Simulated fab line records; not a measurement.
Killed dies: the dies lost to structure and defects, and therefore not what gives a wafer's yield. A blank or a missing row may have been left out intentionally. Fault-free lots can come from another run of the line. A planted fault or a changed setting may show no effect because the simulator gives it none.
Matching of chambers	flow nand-harc	NHARC_P_M2_PRE_CLEAN_32 on pecvd-03 has 3 sister chambers
The step time 12 s. 6 wafers are shown with their chamber, then 12 later ones without.

== WAFERS PAIRED WITH THEIR CHAMBERS ==
wafer	chamber	heater-power-w (W)	heater-power-outer-w (W)
L084.3	0	748	426
L084.5	0	747	452
L085.6	1	748	421
L086.1	1	766	414
L086.3	2	587	348
L086.6	2	597	354

== WAFERS WHOSE CHAMBER IS MISSING ==
wafer	heater-power-w (W)	heater-power-outer-w (W)
L088.1	616	353
L088.2	633	333
L088.4	592	362
L089.1	638	412
L089.2	758	431
L089.5	765	432
L090.1	740	402
L090.3	813	472
L090.6	817	470
L092.1	654	349
L092.2	655	408
L092.4	651	402

== WHICH CHAMBER EACH ONE RAN IN ==
wafer	from the rows above	in truth
L088.1	2	2
L088.2	2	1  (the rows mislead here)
L088.4	2	2
L089.1	2	2
L089.2	can't be placed: 1 or 0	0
L089.5	can't be placed: 1 or 0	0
L090.1	can't be placed: 1 or 0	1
L090.3	can't be placed: 1 or 0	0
L090.6	can't be placed: 1 or 0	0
L092.1	2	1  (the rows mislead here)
L092.2	2	2
L092.4	2	2
5 of 12 placed correctly. Unplaceable from these rows: 5, with the true chamber sitting among the candidates in 5. Placed wrongly: 2.
How it was worked out, from the rows above alone: a wafer's distance from a chamber is the root of the sum, over the readings, of the square of ((its reading less the chamber's mean) divided by the reading's scatter). The wafer belongs to the nearest chamber; if the next one is less than 2 further off, it can't be placed. Each chamber's mean is taken over the wafers shown for it. The scatter: take each reading less its chamber's mean, square it, sum over the shown wafers, divide by the number of wafers less the number of chambers, and take the root.
